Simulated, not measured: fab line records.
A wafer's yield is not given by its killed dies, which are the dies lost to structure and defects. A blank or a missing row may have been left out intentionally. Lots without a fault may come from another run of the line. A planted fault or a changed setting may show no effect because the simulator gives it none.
Chamber matching -- flow n5 finfet -- 4 sister chambers for N5_BEOL_M4_DESCUM_16 on rie diel-06
The step chemistry O2, time 7 s. 8 wafers are shown with their chamber, then 12 later ones without.

## WAFERS WITH THEIR CHAMBER
wafer,chamber,showerhead plenum p Torr (Torr),oes product au (a.u.)
L086.2,3,2.06,0.70
L087.2,3,2.06,0.70
L089.6,2,2.04,0.82
L091.5,1,2.13,0.86
L091.6,0,2.05,0.70
L090.2,0,2.05,0.69
L090.5,1,2.13,0.85
L090.6,2,2.03,0.81

## WAFERS WITH NO CHAMBER GIVEN
wafer,showerhead plenum p Torr (Torr),oes product au (a.u.)
L093.3,2.13,0.85
L093.4,2.03,0.80
L093.6,2.03,0.81
L095.1,2.13,0.84
L095.2,2.05,0.68
L095.4,2.06,0.99
L096.2,2.06,0.98
L096.4,2.13,0.84
L096.5,2.03,0.80
L097.1,2.13,0.84
L097.2,2.05,0.68
L097.5,2.13,0.84

## CHAMBER TAKEN BY EACH
wafer,from the rows above,in truth
L093.3,1,1
L093.4,2,2
L093.6,2,2
L095.1,1,1
L095.2,can't be placed: 0 or 3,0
L095.4,can't be placed: 2 or 1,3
L096.2,can't be placed: 2 or 1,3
L096.4,1,1
L096.5,2,2
L097.1,1,1
L097.2,can't be placed: 0 or 3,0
L097.5,1,1
Placed correctly: 8 of 12. From these rows, 4 cannot be placed; in 2 the true chamber is one of the candidates. Placed wrongly: 0.
How it was worked out, from the rows above alone: a wafer's distance from a chamber is the root of the sum, over the readings, of the square of ((its reading less the chamber's mean) divided by the reading's scatter). The wafer belongs to the nearest chamber; if the next one is less than 2 further off, it can't be placed. A chamber's mean is the mean of its shown wafers. The scatter: take each reading less its chamber's mean, square it, sum over the shown wafers, divide by the number of wafers less the number of chambers, and take the root.
